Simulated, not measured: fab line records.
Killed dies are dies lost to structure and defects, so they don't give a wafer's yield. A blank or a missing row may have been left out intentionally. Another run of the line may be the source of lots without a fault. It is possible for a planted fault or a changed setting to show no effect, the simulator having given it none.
fab line records / flow n5-finfet
record: lots: 3 wafers: 7 last-day: 14
route steps=1938 shown BEOL_M15@1797 PASS1_DEP@1831 MIM_BOT@1832 MIM_TOP@1834 PASSIVATION@1936
lots untouched by any fault: they come from a run of this same line in which no faults occurred
start-h: hours from the record's opening day to when the first of the lot's shown wafers began / wait-h: how many hours have passed since the lot's step before this one / " unchanged from the row above / L1.1+2: several wafers, shown together as one row / - no value, or no start was given / * or withheld: withheld / < > ~ a bound
route shown NAME@n: names a module that has steps shown in the file, with the first one's number in the route / usual: mean and standard deviation over wafers with no fault / same: alike in all rows / chamber/n: place in a boat / sites: the reading at each site / _std_site: the standard deviation of these / _edge_site: the outer-site mean with the inner-site mean subtracted / radius-mm: how far each site lies from the wafer's centre / mask NAME#n: copy n / behind: the last tool/chamber to shape the wafer / hold: why the lot went on hold/how many hours it stayed there/how the hold came to an end / device: which transistor (n, p or np) failed to switch / end of line: tests run on the same wafers once the route is complete / a step with no rows: only its recipe / killed: count of dies lost to structure and defects at first sort (not the wafer's yield) / map: shows each die of a wafer: x if killed, . if not, _ if none is there
set.NAME: setting as actually run; set.NAME@STEP: the setting as run at that earlier step / model.NAME: the simulator's own value behind a step, which no gauge read
lots at some steps of the route; a table a step, a row a wafer
services: the hour from which a tool's chamber was out of use, counted from the record's first day as start-h (under 0 if before that day), plus the number of hours and why
== steps ==
step: N5_BEOL_M15_COAT_22
recipe: spin-rpm: 1704 resist-thk-nm: 800
step: N5_BEOL_M15_EBR_24
recipe: solvent: PGMEA ebr-width-mm: 1.5
step: N5_BEOL_M15_SOFTBAKE_23
recipe: temp-c: 130 time-s: 60
step: N5_BEOL_M15_EXPOSE_25
recipe: mask-id: M15 na: 0.8 source-shape: annular sigma-inner: 0.5 sigma-outer: 0.8 polarization: unpolarized target-cd-nm: 400 dose-mj: 35.5
step: N5_BEOL_M15_PEB_26
recipe: peb-temp-c: 130 peb-time-s: 90
step: N5_BEOL_M15_DEVELOP_27
recipe: develop-time-s: 45 rinse-liquid: diw dry: air-spin dev-temp-c: 21
step: N5_BEOL_M15_HARDBAKE_32
recipe: temp-c: 130 time-s: 120
step: N5_BEOL_M15_DESCUM_33
recipe: chemistry: O2 time-s: 7.9 source-power-w: 50 bias-power-w: 20 pressure-mtorr: 20 rf-frequency-hz: 2.712e+07 temp-c: 40 o2-flow-sccm: 225
step: N5_BEOL_M15_ETCH_61
recipe: chemistry: N2/H2 target: BARC target-depth-a: 890 overetch-a: 267 time-s: 67.9 ion-energy-ev: 200 pressure-mtorr: 30 source-w: 840 bias-w: 150 n2-flow-sccm: 200 h2-flow-sccm: 200
step: N5_BEOL_M15_TRENCH_ETCH_34
recipe: chemistry: C4F8/O2/Ar target: SiO2 target-depth-a: 8729.3 he-inner-torr: 15 he-outer-torr: 30 time-s: 199 ion-energy-ev: 800 pressure-mtorr: 20 source-w: 1905 bias-w: 2040 Ar_flow_sccm: 400 C4F8_flow_sccm: 16 O2_flow_sccm: 12
usual: C4F8_flow_sccm: 15.99/0.049 bias-w: 2040/6 drypump-motor-current-A: 5.6/0.41 oes-product-au: 0.78/0.065 rf-vpp-V: 2186/59 showerhead-plenum-p-Torr: 3.43/0.12 throttle-valve-pct: 30.82/0.21
lot.wafer=L159.3 tool=rie-diel-06 chamber=0 start-h=254.60 wait-h=0.0 C4F8_flow_sccm=16.02 bias-w=2049 drypump-motor-current-A=5.7 oes-product-au=0.90 rf-hours-counter-h=38 rf-vpp-V=2247 showerhead-plenum-p-Torr=3.50 throttle-valve-pct=30.77
lot.wafer=L159.5 tool=rie-diel-06 chamber=0 start-h=254.60 wait-h=0.0 C4F8_flow_sccm=16.06 bias-w=2046 drypump-motor-current-A=5.7 oes-product-au=0.91 rf-hours-counter-h=- rf-vpp-V=2248 showerhead-plenum-p-Torr=3.50 throttle-valve-pct=30.77
lot.wafer=L159.6 tool=rie-diel-06 chamber=3 start-h=254.60 wait-h=0.0 C4F8_flow_sccm=15.93 bias-w=2036 drypump-motor-current-A=5.9 oes-product-au=0.78 rf-hours-counter-h=- rf-vpp-V=2122 showerhead-plenum-p-Torr=3.19 throttle-valve-pct=30.69
lot.wafer=L163.5 tool=rie-diel-06 chamber=0 start-h=284.55 wait-h=0.1 C4F8_flow_sccm=16.10 bias-w=2039 drypump-motor-current-A=5.7 oes-product-au=0.87 rf-hours-counter-h=- rf-vpp-V=2246 showerhead-plenum-p-Torr=3.49 throttle-valve-pct=30.76
lot.wafer=L169.2 tool=rie-diel-05 chamber=2 start-h=310.18 wait-h=0.0 C4F8_flow_sccm=15.95 bias-w=2033 drypump-motor-current-A=5.1 oes-product-au=0.79 rf-hours-counter-h=105 rf-vpp-V=2266 showerhead-plenum-p-Torr=3.57 throttle-valve-pct=30.77
lot.wafer=L169.3 tool=rie-diel-05 chamber=1 start-h=310.18 wait-h=0.0 C4F8_flow_sccm=16.05 bias-w=2041 drypump-motor-current-A=5.8 oes-product-au=0.84 rf-hours-counter-h=80 rf-vpp-V=2171 showerhead-plenum-p-Torr=3.51 throttle-valve-pct=31.44
lot.wafer=L169.6 tool=rie-diel-05 chamber=1 start-h=310.18 wait-h=0.0 C4F8_flow_sccm=16.03 bias-w=2045 drypump-motor-current-A=5.9 oes-product-au=0.82 rf-hours-counter-h=- rf-vpp-V=2171 showerhead-plenum-p-Torr=3.51 throttle-valve-pct=31.42
step: N5_BEOL_M15_STRIP_36
recipe: chemistry: O2 power-w: 600 temp-c: 60 pressure-mtorr: 30 rf-frequency-hz: 6e+07 bias-power-w: 0 overash-fraction: 0.3 o2-flow-sccm: 225
step: N5_BEOL_M15_STRIP_62
recipe: chemistry: O2 power-w: 600 temp-c: 60 pressure-mtorr: 30 rf-frequency-hz: 6e+07 bias-power-w: 0 overash-fraction: 0.3 o2-flow-sccm: 225
step: N5_BEOL_M15_STRIP_37
recipe: chemistry: O2 power-w: 600 temp-c: 60 pressure-mtorr: 30 rf-frequency-hz: 6e+07 bias-power-w: 0 overash-fraction: 0.3 o2-flow-sccm: 225
step: N5_BEOL_M15_ETCH_38
recipe: chemistry: CF4/N2 target: SiCN target-depth-a: 1064 taper-deg: 2 time-s: 120.5 ion-energy-ev: 150 mask-material: SiO2 pressure-mtorr: 40 source-w: 430 bias-w: 70 Ar_flow_sccm: 100 cf4-flow-sccm: 60 n2-flow-sccm: 60
step: N5_BEOL_M15_PRECLEAN_39
recipe: chemistry: residue-remover time-s: 60 temp-c: 40
step: N5_BEOL_M15_SRD_40
recipe: time-s: 30 temp-c: 23 rinse-liquid: diw dry: n2-spin spin-rpm: 1500 dry-time-s: 30
step: N5_BEOL_M15_DEGAS_41
recipe: ambient: vacuum temp-c: 300 time-s: 60
step: N5_BEOL_M15_PRE_CLEAN_42
recipe: gas: H2/He time-s: 30 temp-c: 300
step: N5_BEOL_M15_SPUTTER_43
recipe: material: TaN target-thk-a: 150 temp-c: 50 bias-v: 168.6 power-w: 15000 chamber-pressure-pa: 0.12 time-s: 24.19
step: N5_BEOL_M15_SPUTTER_44
recipe: material: Ta target-thk-a: 150 temp-c: 50 bias-v: 80 power-w: 15000 chamber-pressure-pa: 0.07 time-s: 24.19
step: N5_BEOL_M15_SPUTTER_45
recipe: material: Cu target-thk-a: 1000 temp-c: -20 bias-v: 60 power-w: 26000 chamber-pressure-pa: 0.13 time-s: 16.67
step: N5_BEOL_M15_ECD_47
recipe: material: Cu target-thk-a: 18600
step: N5_BEOL_M15_ANNEAL_48
recipe: temp-c: 225 time-s: 90 ambient: N2
step: N5_BEOL_M15_CMP_49
recipe: stop-on: SiO2 t-overpolish-s: 4.9 down-force-psi: 2 platen-rpm: 80 clearing-platen-down-force-psi: 2 clearing-platen-rpm: 80 post-cmp-clean: cu-alkaline target-thk-nm: 850 clearing-platen-pad-velocity-m-s: 1.5917 pad-velocity-m-s: 1.5917
step: N5_BEOL_M15_PRE_CLEAN_52
recipe: gas: NH3 time-s: 15 temp-c: withheld rf-power-w: 300
step: N5_BEOL_M15_DEP_53
recipe: material: SiCN target-thk-a: 500 temp-c: withheld precursor: 3MS/NH3 pressure-torr: 3 rf-w: 675 time-s: 17.8
step: N5_PASSIVATION_PECVD_00
recipe: material: SiO2 target-thk-a: 2000 temp-c: 400 precursor: SiH4/N2O pressure-torr: 2.7 rf-w: 608 time-s: 11.2
step: N5_MIM_BOT_DEGAS_01
recipe: ambient: vacuum temp-c: 300 time-s: 60
step: N5_MIM_BOT_SPUTTER_00
recipe: material: TiN target-thk-a: 350 temp-c: 200 power-w: 3000 chamber-pressure-pa: 0.49996 gas: Ar reactive-partial-pa: 0.37997 time-s: 89.7
step: N5_MIM_TOP_ALD_00
recipe: material: Al2O3 target-thk-a: * temp-c: withheld ald-precursor-family: TMA ald-co-reactant: O3 pulse-time-s: withheld purge-time-s: 3 co-reactant-purge-time-s: withheld co-reactant-pulse-time-s: 3 ald-cycles: withheld
step: N5_MIM_TOP_ALD_01
recipe: material: HfO2 target-thk-a: 56 temp-c: withheld ald-precursor-family: Hf-amide ald-co-reactant: O3 pulse-time-s: 1 purge-time-s: 3 co-reactant-purge-time-s: 2 co-reactant-pulse-time-s: 3 ald-cycles: 62
step: N5_MIM_TOP_ALD_02
recipe: material: Al2O3 target-thk-a: * temp-c: withheld ald-precursor-family: TMA ald-co-reactant: O3 pulse-time-s: withheld purge-time-s: 3 co-reactant-purge-time-s: withheld co-reactant-pulse-time-s: 3 ald-cycles: withheld
step: N5_MIM_TOP_DEGAS_04
recipe: ambient: vacuum temp-c: 300 time-s: 60
step: N5_MIM_TOP_SPUTTER_03
recipe: material: TiN target-thk-a: 350 temp-c: 200 power-w: 3000 chamber-pressure-pa: 0.49996 gas: Ar reactive-partial-pa: 0.37997 time-s: 89.7
step: N5_PASSIVATION_PROBE_49
usual: defect-limited-yield: 91.4/1.6 killed_at_M0_to_M3: 31/11 killed_at_M4_up: 14/5.7 killed-at-contacts: 12/6 killed-at-front-end: 41/13 killed-at-other: 3.3/2.8 killed-dies: 101/19 killed-open: 67/14 killed-short: 33/8.2 sort_bin_5_function: 5.0/1.1 sort_bin_6_memory: 3.3/0.74 sort-n-pass: 1078/20 sort-yield-pct: 91.3/1.7
same: gross-dies: 1180 killed-at-back-side: 0 sort_bin_4_leakage[%]: 0 sort_bin_8_speed[%]: 0
lot.wafer=L159.3 tool=prober-02 chamber=- start-h=272.14 wait-h=0.1 defect-limited-yield[%]=89.9 killed_at_M0_to_M3=40 killed_at_M4_up=12 killed-at-contacts=14 killed-at-front-end=44 killed-at-other=9 killed-dies=119 killed-open=70 killed-short=46 sort_bin_5_function[%]=5.8 sort_bin_6_memory[%]=4.0 sort-n-pass=1061 sort-yield-pct[%]=89.9
lot.wafer=L159.5 tool=prober-02 chamber=- start-h=272.24 wait-h=0.2 defect-limited-yield[%]=91.3 killed_at_M0_to_M3=39 killed_at_M4_up=12 killed-at-contacts=11 killed-at-front-end=38 killed-at-other=3 killed-dies=103 killed-open=60 killed-short=41 sort_bin_5_function[%]=5.3 sort_bin_6_memory[%]=3.3 sort-n-pass=1077 sort-yield-pct[%]=91.3
lot.wafer=L159.6 tool=prober-02 chamber=- start-h=272.29 wait-h=0.3 defect-limited-yield[%]=92.1 killed_at_M0_to_M3=28 killed_at_M4_up=5 killed-at-contacts=7 killed-at-front-end=49 killed-at-other=4 killed-dies=93 killed-open=59 killed-short=31 sort_bin_5_function[%]=5.3 sort_bin_6_memory[%]=2.5 sort-n-pass=1087 sort-yield-pct[%]=92.1
lot.wafer=L163.5 tool=prober-02 chamber=- start-h=306.55 wait-h=0.2 defect-limited-yield[%]=90.7 killed_at_M0_to_M3=32 killed_at_M4_up=32 killed-at-contacts=10 killed-at-front-end=34 killed-at-other=2 killed-dies=110 killed-open=57 killed-short=35 sort_bin_5_function[%]=5.8 sort_bin_6_memory[%]=3.2 sort-n-pass=1070 sort-yield-pct[%]=90.7
lot.wafer=L169.2 tool=prober-02 chamber=- start-h=334.46 wait-h=0.1 defect-limited-yield[%]=91.0 killed_at_M0_to_M3=39 killed_at_M4_up=8 killed-at-contacts=2 killed-at-front-end=57 killed-at-other=0 killed-dies=106 killed-open=71 killed-short=35 sort_bin_5_function[%]=5.3 sort_bin_6_memory[%]=3.5 sort-n-pass=1074 sort-yield-pct[%]=91.0
lot.wafer=L169.3 tool=prober-02 chamber=- start-h=334.51 wait-h=0.1 defect-limited-yield[%]=90.8 killed_at_M0_to_M3=37 killed_at_M4_up=14 killed-at-contacts=11 killed-at-front-end=46 killed-at-other=1 killed-dies=109 killed-open=76 killed-short=33 sort_bin_5_function[%]=5.5 sort_bin_6_memory[%]=3.5 sort-n-pass=1071 sort-yield-pct[%]=90.8
lot.wafer=L169.6 tool=prober-02 chamber=- start-h=334.66 wait-h=0.3 defect-limited-yield[%]=90.5 killed_at_M0_to_M3=40 killed_at_M4_up=7 killed-at-contacts=4 killed-at-front-end=61 killed-at-other=0 killed-dies=112 killed-open=66 killed-short=44 sort_bin_5_function[%]=5.3 sort_bin_6_memory[%]=3.9 sort-n-pass=1068 sort-yield-pct[%]=90.5
killed by level:class
L159.3 MOL_CONTACT_COAG:geometric-particle:open=11 BEOL_M0_SAQP:geometric-particle:short=10 BEOL_M2:geometric-particle:open=10 FIN_SAQP:geometric-particle:open=9 FIN_SAQP:geometric-particle:short=9 BEOL_M1:geometric-particle:open=6 BEOL_M5:geometric-particle:open=5 GATE_CUT:geometric-particle:short=4
L159.5 BEOL_M2:geometric-particle:open=14 FIN_SAQP:geometric-particle:short=9 MOL_CONTACT_COAG:geometric-particle:open=8 FIN_SAQP:geometric-particle:open=6 BEOL_M0_SAQP:geometric-particle:short=6 BEOL_M4:geometric-particle:open=6 BEOL_M0:geometric-particle:short=5 BEOL_M2:geometric-particle:short=5
L159.6 FIN_SAQP:geometric-particle:open=13 FIN_SAQP:geometric-particle:short=10 BEOL_M2:geometric-particle:open=9 BEOL_M0:geometric-particle:open=7 GATE_CUT:geometric-particle:short=6 DUMMY_GATE:geometric-particle:open=5 MOL_CONTACT_COAG:geometric-particle:open=5 BEOL_M1:geometric-particle:open=4
L163.5 BEOL_M15:unspecified=18 BEOL_M0_SAQP:geometric-particle:short=11 MOL_CONTACT_COAG:geometric-particle:open=10 FIN_SAQP:geometric-particle:short=9 FIN_SAQP:geometric-particle:open=7 BEOL_M0_SAQP:geometric-particle:open=7 BEOL_M4:geometric-particle:open=7 DUMMY_GATE:geometric-particle:open=5
L169.2 BEOL_M1:geometric-particle:open=12 GATE_CUT:geometric-particle:open=11 GATE_CUT:geometric-particle:short=10 BEOL_M0_SAQP:geometric-particle:open=8 FIN_SAQP:geometric-particle:short=7 STI_FIN_REVEAL:geometric-particle:open=7 BEOL_M0_SAQP:geometric-particle:short=7 FIN_SAQP:geometric-particle:open=5
L169.3 BEOL_M0_SAQP:geometric-particle:short=11 STI_FIN_REVEAL:geometric-particle:open=9 FIN_SAQP:geometric-particle:short=8 MOL_CONTACT_COAG:geometric-particle:open=8 BEOL_M1:geometric-particle:open=8 FIN_SAQP:geometric-particle:open=7 BEOL_M3:geometric-particle:open=6 DUMMY_GATE:geometric-particle:open=5
L169.6 STI_FIN_REVEAL:geometric-particle:open=15 BEOL_M1:geometric-particle:open=10 GATE_CUT:geometric-particle:short=9 BEOL_M0_SAQP:geometric-particle:open=9 BEOL_M0_SAQP:geometric-particle:short=9 FIN_SAQP:geometric-particle:open=8 FIN_SAQP:geometric-particle:short=6 GATE_CUT:geometric-particle:open=5
map L163.5 (x killed, . not)
_________________x...x.......________________
______________...x.............._____________
___________.....x..x.x.............__________
__________.....x............x..x...._________
________..............x............x.._______
_______................x...............______
______x....x........x..............x...._____
_____....................................____
____...............x...........x...x......___
___......x.................x...............__
___.............xx...x..........xx.........__
__.....x.......xx...........x........x......_
__....x..........................x....x....._
_x.............................x.............
_........................x..........x.....xx.
_...................x...............x.x..xxx.
_.......................x..............xxx.x.
_.x.....x.xx.....x...........x.x..........xxx
_x......x..............x..........x.......xxx
_......x...x.x......x........x...........xx..
_.x..xx.x................x......x............
__............................x............._
__..............................x.....xx...._
___.......x.........x......................__
___..xx..x.x.x.............................__
____....x......................x..........___
_____....................................____
______..........x................x......_____
_______..............x..........x......______
________....x....x........x..........._______
__________...........x...x.x........_________
___________.........x..............__________
______________..x.x.......x.xx.._____________
_________________............________________
map L159.3 (x killed, . not)
_________________........x...________________
______________..............x..._____________
___________.........x......x.......__________
__________.......x......xx....x....._________
________.....x..x...x................._______
_______................x.......x.......______
______...................x.............._____
_____..x.......x...x...............x.....____
____..........x..........x...xx...........___
___.............x..............x..x........__
___.x.....x......x.....................x...__
__.....x.............x..........x.......x..._
__.x.............x..............x...x..x...._
_.....x.........x.....x......................
_...................................x........
_..x............x....x...x....x..............
_........x......x.....x..x........x..x.....x.
_..x..............x...............x..........
_..x........................x....x...........
_.x.x.x.....x.......x.........x...x.........x
_....................x......x.....x........x.
__.....x.x.x......................x........._
__..........................x......x.....x.._
___.........xx............x.....x....xx....__
___x..........x.xx.x...............x..x..x.__
____.................x........x.x.........___
_____..........x........x......x....x....____
______.........x.......x....x..........x_____
_______..............x...xx............______
________.....x..................x....._______
__________...x..x................x.._________
___________........x....x..........__________
______________..x.x...x.x......x_____________
_________________............________________
== services ==
tool=rie-diel-06 chamber=1 start-h=237.52 hours=- kind=clean
tool=rie-diel-06 chamber=1 start-h=237.52 hours=- kind=consumable-replace:focus-ring
tool=rie-diel-06 chamber=1 start-h=237.52 hours=21.4 kind=scheduled-down
tool=rie-diel-06 chamber=1 start-h=237.52 hours=21.4 kind=vent-cycle
tool=rie-diel-06 chamber=3 start-h=272.94 hours=8.2 kind=repair
tool=rie-diel-05 chamber=2 start-h=292.50 hours=6.9 kind=repair
== key ==
first-sign: step: N5_PASSIVATION_PROBE_49 reading: killed_at_M4_up direction: up sigmas: 3.2 usual: 14 struck: 32
effect none on later readings
met-at N5_BEOL_M15_TRENCH_ETCH_34
struck-wafers L163.5
onset-between 254.60 284.55
earlier-fault: kind: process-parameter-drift tool: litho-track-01 chamber: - onset-h: 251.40 steps: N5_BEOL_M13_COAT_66 channel: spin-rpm offset: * shape: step acts-in: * stated: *
fault: kind: chamber-particle-source tool: rie-diel-06 chamber: 0 onset-h: 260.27 steps: N5_BEOL_M15_TRENCH_ETCH_34 rate-per-visit-cm2: 0.040865
